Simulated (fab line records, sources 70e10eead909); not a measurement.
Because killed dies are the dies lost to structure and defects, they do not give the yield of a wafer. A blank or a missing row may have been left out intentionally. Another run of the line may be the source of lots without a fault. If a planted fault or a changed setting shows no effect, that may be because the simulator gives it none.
Chamber matching + flow nand-harc + 4 sister chambers for NHARC_A_CHANNEL_HOLE_D2_ETCH_38 on rie-diel-12
The step etches the open film in CF4, target depth 39 nm, time 65 s. 7 wafers are shown with their chamber, then 7 later ones without.

EACH WAFER AND ITS CHAMBER
| wafer  | chamber | showerhead-plenum-p-Torr (Torr) | drypump-motor-current-A (A) |
|--------|---------|---------------------------------|-----------------------------|
| L078.3 | 1       | 1.81                            | 6.1                         |
| L083.4 | 3       | 1.71                            | 6.0                         |
| L085.1 | 2       | 1.75                            | 5.8                         |
| L085.2 | 0       | 1.81                            | 5.5                         |
| L085.3 | 3       | 1.71                            | 6.0                         |
| L088.2 | 0       | 1.81                            | 5.5                         |
| L088.4 | 2       | 1.74                            | 5.7                         |

WAFERS WITH NO CHAMBER GIVEN
| wafer  | showerhead-plenum-p-Torr (Torr) | drypump-motor-current-A (A) |
|--------|---------------------------------|-----------------------------|
| L088.5 | 1.74                            | 5.7                         |
| L092.2 | 1.81                            | 5.5                         |
| L092.4 | 1.81                            | 6.1                         |
| L092.6 | 1.81                            | 6.1                         |
| L094.2 | 1.81                            | 5.5                         |
| L094.4 | 1.74                            | 5.7                         |
| L094.6 | 1.81                            | 6.1                         |

EACH ONE'S CHAMBER
| wafer  | from the rows above | in truth |
|--------|---------------------|----------|
| L088.5 | 2                   | 2        |
| L092.2 | 0                   | 0        |
| L092.4 | 1                   | 1        |
| L092.6 | 1                   | 1        |
| L094.2 | 0                   | 0        |
| L094.4 | 2                   | 2        |
| L094.6 | 1                   | 1        |
Placed correctly: 7 of 7. Not placeable from these rows: 0. Placed wrongly: 0.
How it was worked out, from the rows above alone: a wafer's distance from a chamber is the root of the sum, over the readings, of the square of ((its reading less the chamber's mean) divided by the reading's scatter). The wafer belongs to the nearest chamber; if the next one is less than 2 further off, it can't be placed. For every chamber, the mean is computed from those of its wafers that are shown. How the scatter is found: for the shown wafers, subtract from each reading the mean of its chamber, square and add these, divide the total by (wafers less chambers), then take the root.
